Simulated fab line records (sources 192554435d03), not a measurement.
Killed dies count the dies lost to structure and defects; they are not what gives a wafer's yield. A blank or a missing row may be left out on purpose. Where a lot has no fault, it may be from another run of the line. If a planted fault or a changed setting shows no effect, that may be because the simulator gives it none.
Matching of chambers    flow n5-finfet    N5_FIN_SAQP_ETCH_65 on rie-si-06 has 4 sister chambers
The step etches SiO2 in CF4, target depth 4 nm, time 4.4 s. 14 wafers are shown with their chamber, then 7 later ones without.

## WAFERS PAIRED WITH THEIR CHAMBERS
wafer   chamber  drypump-motor-current-A (A)  throttle-valve-pct (%)  he-backside-leak-sccm (sccm)
L074.2  2        5.7                          21.70                   2.4
L074.5  3        6.2                          22.25                   2.6
L074.6  0        5.1                          21.85                   2.9
L078.1  1        5.2                          21.39                   2.6
L078.4  0        5.1                          21.84                   2.8
L078.6  1        5.2                          21.41                   2.6
L079.2  0        5.1                          21.84                   3.0
L079.3  3        6.1                          22.28                   2.7
L079.4  1        5.2                          21.42                   2.5
L084.1  1        5.2                          21.42                   2.5
L084.3  2        5.7                          21.70                   2.4
L084.6  0        5.1                          21.84                   3.0
L090.2  2        5.7                          21.71                   2.5
L090.4  0        5.1                          21.83                   3.2

SIGNATURES (means of the wafers above)
reading                  chamber 0  chamber 1  chamber 2  chamber 3  scatter within a chamber
drypump-motor-current-A  5.100      5.200      5.700      6.150      0.0224
throttle-valve-pct       21.8400    21.4100    21.7033    22.2650    0.0115
he-backside-leak-sccm    2.980      2.550      2.433      2.650      0.105
Rule: distance of a wafer from a chamber = root of the sum over the readings of ((wafer's reading minus chamber's mean) / reading's scatter) squared. If the next closest chamber is less than 2 further off than the closest, the wafer can't be placed; otherwise it belongs to the closest. The scatter: the root of (the sum of the squares of (reading less its chamber's mean) over the shown wafers, divided by (wafers less chambers)).

## WAFERS WITH NO CHAMBER GIVEN
wafer   drypump-motor-current-A (A)  throttle-valve-pct (%)  he-backside-leak-sccm (sccm)
L090.6  5.7                          21.70                   2.4
L095.1  5.2                          21.43                   2.6
L095.4  5.1                          21.83                   3.1
L095.5  5.1                          21.82                   2.8
L097.4  5.2                          21.44                   2.6
L097.5  5.1                          21.84                   3.0
L097.6  5.1                          21.41                   2.5

## THE CHAMBER EACH PASSED THROUGH
wafer   from the rows above  in truth
L090.6  2                    2
L095.1  1                    1
L095.4  0                    0
L095.5  0                    0
L097.4  1                    1
L097.5  0                    0
L097.6  1                    1
Correctly placed: 7 of 7. Left unplaced by these rows: 0. 0 placed wrongly.
